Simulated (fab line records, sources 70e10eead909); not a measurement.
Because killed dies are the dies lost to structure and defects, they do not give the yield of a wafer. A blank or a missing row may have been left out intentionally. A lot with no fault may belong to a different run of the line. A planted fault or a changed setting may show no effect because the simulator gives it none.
Chamber matching || flow nand_harc || NHARC_P_M2_ETCH_35 on rie_diel-13 has 4 sister chambers
The step etches the open film in N2/H2, target depth 40 nm, overetch 12 nm, time 43.94 s. 16 wafers are shown with their chamber, then 8 later ones without.

WAFERS WITH THEIR CHAMBER
{"wafer": "L074.1", "chamber": 1, "showerhead_plenum_p_Torr (Torr)": 2.15, "drypump_motor_current_A (A)": 5.6, "rf_vpp_V (V)": 431.9}
{"wafer": "L074.5", "chamber": 0, "showerhead_plenum_p_Torr (Torr)": 1.90, "drypump_motor_current_A (A)": 5.7, "rf_vpp_V (V)": 427.3}
{"wafer": "L074.6", "chamber": 1, "showerhead_plenum_p_Torr (Torr)": 2.15, "drypump_motor_current_A (A)": 5.6, "rf_vpp_V (V)": 432.6}
{"wafer": "L076.1", "chamber": 0, "showerhead_plenum_p_Torr (Torr)": 1.90, "drypump_motor_current_A (A)": 5.7, "rf_vpp_V (V)": 425.7}
{"wafer": "L076.3", "chamber": 1, "showerhead_plenum_p_Torr (Torr)": 2.15, "drypump_motor_current_A (A)": 5.6, "rf_vpp_V (V)": 432.1}
{"wafer": "L076.5", "chamber": 0, "showerhead_plenum_p_Torr (Torr)": 1.90, "drypump_motor_current_A (A)": 5.7, "rf_vpp_V (V)": 426.1}
{"wafer": "L077.1", "chamber": 0, "showerhead_plenum_p_Torr (Torr)": 1.89, "drypump_motor_current_A (A)": 5.7, "rf_vpp_V (V)": 427.0}
{"wafer": "L077.2", "chamber": 2, "showerhead_plenum_p_Torr (Torr)": 2.03, "drypump_motor_current_A (A)": 5.9, "rf_vpp_V (V)": 429.7}
{"wafer": "L077.6", "chamber": 2, "showerhead_plenum_p_Torr (Torr)": 2.03, "drypump_motor_current_A (A)": 5.9, "rf_vpp_V (V)": 430.2}
{"wafer": "L087.1", "chamber": 3, "showerhead_plenum_p_Torr (Torr)": 2.07, "drypump_motor_current_A (A)": 5.9, "rf_vpp_V (V)": 431.6}
{"wafer": "L087.2", "chamber": 1, "showerhead_plenum_p_Torr (Torr)": 2.14, "drypump_motor_current_A (A)": 5.6, "rf_vpp_V (V)": 433.2}
{"wafer": "L087.3", "chamber": 0, "showerhead_plenum_p_Torr (Torr)": 1.89, "drypump_motor_current_A (A)": 5.7, "rf_vpp_V (V)": 425.4}
{"wafer": "L086.1", "chamber": 3, "showerhead_plenum_p_Torr (Torr)": 2.07, "drypump_motor_current_A (A)": 5.8, "rf_vpp_V (V)": 432.9}
{"wafer": "L086.3", "chamber": 1, "showerhead_plenum_p_Torr (Torr)": 2.15, "drypump_motor_current_A (A)": 5.6, "rf_vpp_V (V)": 434.1}
{"wafer": "L086.5", "chamber": 0, "showerhead_plenum_p_Torr (Torr)": 1.89, "drypump_motor_current_A (A)": 5.7, "rf_vpp_V (V)": 427.4}
{"wafer": "L085.2", "chamber": 3, "showerhead_plenum_p_Torr (Torr)": 2.07, "drypump_motor_current_A (A)": 5.9, "rf_vpp_V (V)": 431.0}

SIGNATURES (means of the wafers above)
{"reading": "showerhead_plenum_p_Torr", "chamber 0": 1.8950, "chamber 1": 2.1480, "chamber 2": 2.0300, "chamber 3": 2.0700, "scatter within a chamber": 0.00438}
{"reading": "drypump_motor_current_A", "chamber 0": 5.700, "chamber 1": 5.600, "chamber 2": 5.900, "chamber 3": 5.867, "scatter within a chamber": 0.0236}
{"reading": "rf_vpp_V", "chamber 0": 426.483, "chamber 1": 432.780, "chamber 2": 429.950, "chamber 3": 431.833, "scatter within a chamber": 0.862}
Rule: a wafer's distance from a chamber is the root of the sum, over the readings, of the square of ((its reading less the chamber's mean) divided by the reading's scatter). If the next closest chamber is less than 2 further off than the closest, the wafer can't be placed; otherwise it belongs to the closest. The scatter: the root of (the sum of the squares of (reading less its chamber's mean) over the shown wafers, divided by (wafers less chambers)).

WAFERS WHOSE CHAMBER IS MISSING
{"wafer": "L085.5", "showerhead_plenum_p_Torr (Torr)": 2.03, "drypump_motor_current_A (A)": 5.8, "rf_vpp_V (V)": 430.1}
{"wafer": "L085.6", "showerhead_plenum_p_Torr (Torr)": 2.07, "drypump_motor_current_A (A)": 5.8, "rf_vpp_V (V)": 430.9}
{"wafer": "L088.1", "showerhead_plenum_p_Torr (Torr)": 2.03, "drypump_motor_current_A (A)": 5.8, "rf_vpp_V (V)": 427.9}
{"wafer": "L088.2", "showerhead_plenum_p_Torr (Torr)": 2.14, "drypump_motor_current_A (A)": 5.6, "rf_vpp_V (V)": 434.6}
{"wafer": "L088.4", "showerhead_plenum_p_Torr (Torr)": 2.07, "drypump_motor_current_A (A)": 5.9, "rf_vpp_V (V)": 430.9}
{"wafer": "L089.3", "showerhead_plenum_p_Torr (Torr)": 1.89, "drypump_motor_current_A (A)": 5.7, "rf_vpp_V (V)": 423.4}
{"wafer": "L089.5", "showerhead_plenum_p_Torr (Torr)": 2.07, "drypump_motor_current_A (A)": 5.9, "rf_vpp_V (V)": 433.0}
{"wafer": "L089.6", "showerhead_plenum_p_Torr (Torr)": 2.03, "drypump_motor_current_A (A)": 5.9, "rf_vpp_V (V)": 431.6}

WHICH CHAMBER EACH WENT THROUGH
{"wafer": "L085.5", "from the rows above": 2, "in truth": 2}
{"wafer": "L085.6", "from the rows above": 3, "in truth": 3}
{"wafer": "L088.1", "from the rows above": 2, "in truth": 2}
{"wafer": "L088.2", "from the rows above": 1, "in truth": 1}
{"wafer": "L088.4", "from the rows above": 3, "in truth": 3}
{"wafer": "L089.3", "from the rows above": 0, "in truth": 0}
{"wafer": "L089.5", "from the rows above": 3, "in truth": 3}
{"wafer": "L089.6", "from the rows above": 2, "in truth": 2}
Placed correctly: 8 of 8. Number that these rows cannot place: 0. 0 placed wrongly.
